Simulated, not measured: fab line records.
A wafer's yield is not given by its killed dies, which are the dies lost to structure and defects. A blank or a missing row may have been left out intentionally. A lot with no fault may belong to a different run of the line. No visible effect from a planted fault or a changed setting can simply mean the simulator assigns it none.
Problem report, 8D (eight disciplines) form, completed by code | flow n5-finfet | the parts of the form that need people (team, actions taken, sign-off) are left out

1. WHAT WENT WRONG
spin-speed-rpm at N5_MOL_CONTACT_COAG_COAT_64 reads a mean of 1591.7 rpm on 6 wafers of 2 lots; wafers without a fault read 1500.1 rpm with a standard deviation of 0.96. Measured from the usual mean, that is +95 standard deviations.
The step: time 60 s, resist thk 10 nm.
Earliest sighting: wafer L291.1 on litho-track-01 at day 9 14:15. The record has a number at this step for 30 wafers belonging to 10 lots. The rule behind "out" and "out of limits": a value lying over 4 standard deviations away from the usual mean. Any other wafer with a number is counted as sound.

2. WHAT THIS IS AND IS NOT
question                    | is                     | is not
which readings at this step | spin-speed-rpm         | -
which lots                  | L291, L293             | L275, L276, L277, L278, L280, L284, L285, L296
which wafers of those lots  | all that have a number | -
read on which tools         | litho-track-01         | litho-track-04
when                        | from day 9 14:15       | up to then (21 sound wafers); but 3 sound wafers of L296 came after

3. THE SUSPECTS, EACH WITH WHAT RULES IT OUT
Counting: a tool stays on the suspect list if, at a process step up to the reading, it processed all lots that are out and no sound lot following the first of them.
- litho-track-01 at N5_MOL_CONTACT_COAG_COAT_64 (time 60 s, resist thk 10 nm): kept. It processed each lot that is out, first L291 at day 9 14:15, and no sound lot thereafter; up to then, the last sound lot it processed was L284 at day 7 20:25. Out on those wafers are its own readings of spin-speed-rpm.
After counting, what remains is litho-track-01 at N5_MOL_CONTACT_COAG_COAT_64.

4. THE CAUSE (what the simulator had put in)
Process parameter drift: litho-track-01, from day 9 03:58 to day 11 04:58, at N5_MOL_CONTACT_COAG_COAT_64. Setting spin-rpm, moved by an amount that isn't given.
This tool alone remained once counting was done.

5. THE CHAIN OF EFFECTS, in route order
Each row: a reading where the mean over the struck wafers with a number is more than 3 standard deviations away from the usual. Only readings whose record carries a usual standard deviation are examined. hours: median over the lots of the time between each lot's start at the first step of this table that gives one and its start at this step. sigmas: the change, counted in usual standard deviations.
hours | step                        | reading        | usual      | on struck wafers | change | sigmas
0     | N5_MOL_CONTACT_COAG_COAT_64 | spin-speed-rpm | 1500.1 rpm | 1591.7           | +91.6  | +95
It contains these process steps:
- N5_MOL_CONTACT_COAG_COAT_64: time 60 s, resist thk 10 nm.
Later steps that measure or inspect, where all struck wafers having a row at the step show a number for every such reading and not one has moved that far: N5_MOL_CONTACT_COAG_OVL_MEAS_41, N5_BEOL_M4_RC_MEAS_101.

6. WHAT WOULD HAVE CAUGHT IT SOONER
First out-of-limits reading in this record: day 9 14:15, which is 10 hours after fault onset at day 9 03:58.
